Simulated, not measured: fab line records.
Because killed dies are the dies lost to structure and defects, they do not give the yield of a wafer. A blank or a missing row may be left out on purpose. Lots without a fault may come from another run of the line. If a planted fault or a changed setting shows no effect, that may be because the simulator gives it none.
Matching of chambers + flow nand harc + cmp-01 running NHARC_P_CONTACT_CMP_24: 4 sister chambers
The step polishes, t overpolish 30 s, target thk 200 nm. 18 wafers are shown with their chamber, then 9 later ones without.

## WAFERS PAIRED WITH THEIR CHAMBERS
| wafer  | chamber | motor current A (A) | overpolish run s (s) | slurry flow ml min |
|--------|---------|---------------------|----------------------|--------------------|
| L075.3 | 3       | 10.0                | 29.989               | 149.3              |
| L075.4 | 0       | 12.7                | 30.003               | 149.8              |
| L075.5 | 2       | 13.5                | 29.999               | 150.0              |
| L076.4 | 0       | 12.4                | 30.003               | 149.7              |
| L076.5 | 1       | 12.7                | 30.004               | 149.7              |
| L076.6 | 0       | 12.7                | 29.987               | 149.8              |
| L084.1 | 0       | 12.8                | 29.993               | 149.9              |
| L084.5 | 0       | 13.0                | 30.001               | 149.7              |
| L084.6 | 1       | 12.7                | 30.006               | 150.2              |
| L086.3 | 2       | 13.2                | 30.007               | 150.8              |
| L086.4 | 3       | 10.6                | 29.996               | 149.8              |
| L086.6 | 2       | 12.9                | 30.008               | 150.1              |
| L087.2 | 1       | 13.1                | 29.995               | 149.5              |
| L087.4 | 2       | 12.9                | 30.001               | 150.4              |
| L087.6 | 1       | 13.0                | 30.008               | 150.1              |
| L090.1 | 2       | 12.7                | 30.000               | 149.8              |
| L090.2 | 1       | 13.0                | 29.994               | 148.9              |
| L090.6 | 2       | 12.7                | 30.025               | 149.9              |

SIGNATURES, as means of the wafers listed above
| reading            | chamber 0 | chamber 1 | chamber 2 | chamber 3 | scatter within a chamber |
|--------------------|-----------|-----------|-----------|-----------|--------------------------|
| motor current A    | 12.720    | 12.900    | 12.983    | 10.300    | 0.267                    |
| overpolish run s   | 29.99740  | 30.00140  | 30.00667  | 29.99250  | 0.00788                  |
| slurry flow ml min | 149.780   | 149.680   | 150.167   | 149.550   | 0.372                    |
Rule: for each reading, subtract the chamber's mean from the wafer's reading, divide by that reading's scatter and square the result; add these up over the readings and take the root, which gives the wafer's distance from the chamber. If the next closest chamber is less than 2 further off than the closest, the wafer can't be placed; otherwise it belongs to the closest. The scatter: the root of (the sum of the squares of (reading less its chamber's mean) over the shown wafers, divided by (wafers less chambers)).

## WAFERS MISSING THEIR CHAMBER
| wafer  | motor current A (A) | overpolish run s (s) | slurry flow ml min |
|--------|---------------------|----------------------|--------------------|
| L092.4 | 12.9                | 30.007               | 149.6              |
| L092.5 | 12.1                | 30.010               | 150.1              |
| L092.6 | 12.2                | 30.005               | 149.3              |
| L093.4 | 12.9                | 29.999               | 149.3              |
| L093.5 | 10.5                | 29.997               | 149.7              |
| L093.6 | 12.7                | 30.002               | 148.7              |
| L095.1 | 12.8                | 30.013               | 150.0              |
| L095.2 | 12.5                | 30.023               | 150.3              |
| L095.6 | 12.4                | 30.004               | 150.1              |

## THE CHAMBER EACH PASSED THROUGH
| wafer  | from the rows above          | in truth |
|--------|------------------------------|----------|
| L092.4 | can't be placed: 1 or 0 or 2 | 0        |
| L092.5 | can't be placed: 0 or 2 or 1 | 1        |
| L092.6 | can't be placed: 0 or 1 or 2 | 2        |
| L093.4 | can't be placed: 1 or 0 or 2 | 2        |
| L093.5 | 3                            | 3        |
| L093.6 | can't be placed: 1 or 0 or 2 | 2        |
| L095.1 | can't be placed: 2 or 1 or 0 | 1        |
| L095.2 | can't be placed: 2 or 1 or 0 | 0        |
| L095.6 | can't be placed: 0 or 1 or 2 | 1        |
1 of 9 placed correctly. Not placeable from these rows: 8 (in 8, the candidates include the true chamber). 0 placed wrongly.
